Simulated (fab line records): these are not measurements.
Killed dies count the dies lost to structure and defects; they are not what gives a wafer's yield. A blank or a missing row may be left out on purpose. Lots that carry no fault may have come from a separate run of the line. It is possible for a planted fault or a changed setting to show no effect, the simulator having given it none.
Matching of chambers ; flow n5Finfet ; 4 sister chambers for N5_BEOL_M11_ETCH_66 on rieDiel-06
The step etches SOC in N2/H2, target depth 120 nm, overetch 24 nm, time 180 s. 8 wafers are shown with their chamber, then 8 later ones without.

## EACH WAFER AND ITS CHAMBER
wafer;chamber;showerheadPlenumPTorr (Torr);drypumpMotorCurrentA (A)
L080.1;2;2.56;5.2
L081.3;2;2.56;5.2
L081.5;0;2.61;5.7
L081.6;1;2.50;5.9
L082.1;3;2.59;5.8
L082.3;1;2.50;5.9
L082.5;3;2.59;5.8
L083.2;0;2.60;5.8

## WAFERS MISSING THEIR CHAMBER
wafer;showerheadPlenumPTorr (Torr);drypumpMotorCurrentA (A)
L083.5;2.56;5.2
L083.6;2.60;5.8
L094.1;2.59;5.7
L094.5;2.49;5.9
L094.6;2.55;5.2
L096.1;2.59;5.8
L096.2;2.58;5.8
L096.3;2.49;5.9

## EACH ONE'S CHAMBER
wafer;from the rows above;in truth
L083.5;2;2
L083.6;can't be placed: 0 or 3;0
L094.1;can't be placed: 3 or 0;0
L094.5;1;1
L094.6;2;2
L096.1;3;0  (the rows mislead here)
L096.2;3;3
L096.3;1;1
Placed correctly: 5 of 8. Can't be placed from these rows: 2 (the true chamber is among the candidates in 2). Wrongly placed: 1.
How it was worked out, from the rows above alone: a wafer's distance from a chamber is the root of the sum, over the readings, of the square of ((its reading less the chamber's mean) divided by the reading's scatter). The wafer belongs to the nearest chamber; if the next one is less than 2 further off, it can't be placed. For every chamber, the mean is computed from those of its wafers that are shown. The scatter is the square root of a quotient: the sum, over the shown wafers, of each reading's squared deviation from its chamber's mean, divided by wafers minus chambers.
